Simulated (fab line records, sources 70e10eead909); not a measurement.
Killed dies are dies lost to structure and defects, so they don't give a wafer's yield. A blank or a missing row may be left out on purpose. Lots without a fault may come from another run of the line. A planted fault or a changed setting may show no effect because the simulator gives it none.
Chamber matching | flow nand_harc | NHARC_A_STAIRCASE_DESCUM_11 on rie_diel-13: 4 sister chambers
The step chemistry O2, time 3 s. 4 wafers are shown with their chamber, then 10 later ones without.

WAFERS WITH THEIR CHAMBER
wafer  | chamber | drypump_motor_current_A (A)
L084.6 | 2       | 5.7
L087.5 | 0       | 4.7
L090.1 | 3       | 5.8
L090.3 | 1       | 6.2

WAFERS WITHOUT THEIR CHAMBER
wafer  | drypump_motor_current_A (A)
L090.6 | 5.9
L092.3 | 5.7
L092.4 | 5.9
L092.6 | 5.9
L095.2 | 5.7
L095.3 | 6.2
L095.4 | 4.7
L097.3 | 4.7
L097.4 | 5.9
L097.5 | 6.1

WHICH CHAMBER EACH WENT THROUGH
wafer  | from the rows above     | in truth
L090.6 | can't be placed: 3 or 2 | 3
L092.3 | can't be placed: 2 or 3 | 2
L092.4 | can't be placed: 3 or 2 | 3
L092.6 | can't be placed: 3 or 2 | 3
L095.2 | can't be placed: 2 or 3 | 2
L095.3 | 1                       | 1
L095.4 | 0                       | 0
L097.3 | 0                       | 0
L097.4 | can't be placed: 3 or 2 | 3
L097.5 | 1                       | 1
Placed correctly: 4 of 10. Can't be placed from these rows: 6 (the true chamber is among the candidates in 6). Placed wrongly: 0.
How it was worked out, from the rows above alone: a wafer's distance from a chamber is the root of the sum, over the readings, of the square of ((its reading less the chamber's mean) divided by the reading's scatter). The wafer belongs to the nearest chamber; if the next one is less than 2 further off, it can't be placed. A chamber's mean is the mean of its shown wafers. The scatter: with one shown wafer a chamber, the root of the mean of the squares of how far each hidden wafer lies from its nearest shown one.
